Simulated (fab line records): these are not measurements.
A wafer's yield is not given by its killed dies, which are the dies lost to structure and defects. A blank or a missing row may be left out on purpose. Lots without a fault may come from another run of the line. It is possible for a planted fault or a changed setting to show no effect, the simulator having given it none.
Chamber matching / flow n5-finfet / N5_DUMMY_GATE_TRIM_49 on rie-si-02: 4 sister chambers
The step chemistry O2, time 29 s, target cd 14 nm. 8 wafers are shown with their chamber, then 8 later ones without.

== WAFERS WITH THEIR CHAMBER ==
wafer=L075.4; chamber=0; throttle-valve-pct (%)=8.05; drypump-motor-current-A (A)=5.7
wafer=L080.2; chamber=2; throttle-valve-pct (%)=8.12; drypump-motor-current-A (A)=5.7
wafer=L080.6; chamber=3; throttle-valve-pct (%)=7.83; drypump-motor-current-A (A)=4.8
wafer=L084.3; chamber=3; throttle-valve-pct (%)=7.84; drypump-motor-current-A (A)=4.8
wafer=L086.2; chamber=2; throttle-valve-pct (%)=8.14; drypump-motor-current-A (A)=5.7
wafer=L086.4; chamber=0; throttle-valve-pct (%)=8.06; drypump-motor-current-A (A)=5.8
wafer=L086.6; chamber=1; throttle-valve-pct (%)=7.86; drypump-motor-current-A (A)=5.3
wafer=L089.3; chamber=1; throttle-valve-pct (%)=7.87; drypump-motor-current-A (A)=5.3

== WAFERS WITH NO CHAMBER GIVEN ==
wafer=L089.4; throttle-valve-pct (%)=8.06; drypump-motor-current-A (A)=5.7
wafer=L089.6; throttle-valve-pct (%)=7.86; drypump-motor-current-A (A)=5.3
wafer=L090.2; throttle-valve-pct (%)=7.83; drypump-motor-current-A (A)=4.7
wafer=L090.4; throttle-valve-pct (%)=7.86; drypump-motor-current-A (A)=5.2
wafer=L090.5; throttle-valve-pct (%)=8.03; drypump-motor-current-A (A)=5.7
wafer=L093.1; throttle-valve-pct (%)=8.06; drypump-motor-current-A (A)=5.7
wafer=L093.3; throttle-valve-pct (%)=7.83; drypump-motor-current-A (A)=4.7
wafer=L093.4; throttle-valve-pct (%)=8.13; drypump-motor-current-A (A)=5.7

== CHAMBER TAKEN BY EACH ==
wafer=L089.4; from the rows above=0; in truth=0
wafer=L089.6; from the rows above=1; in truth=1
wafer=L090.2; from the rows above=3; in truth=3
wafer=L090.4; from the rows above=1; in truth=1
wafer=L090.5; from the rows above=0; in truth=0
wafer=L093.1; from the rows above=0; in truth=0
wafer=L093.3; from the rows above=3; in truth=3
wafer=L093.4; from the rows above=2; in truth=2
Placed correctly: 8 of 8. Number that these rows cannot place: 0. Number placed wrongly: 0.
How it was worked out, from the rows above alone: a wafer's distance from a chamber is the root of the sum, over the readings, of the square of ((its reading less the chamber's mean) divided by the reading's scatter). The wafer belongs to the nearest chamber; if the next one is less than 2 further off, it can't be placed. For every chamber, the mean is computed from those of its wafers that are shown. The scatter: the root of (the sum of the squares of (reading less its chamber's mean) over the shown wafers, divided by (wafers less chambers)).
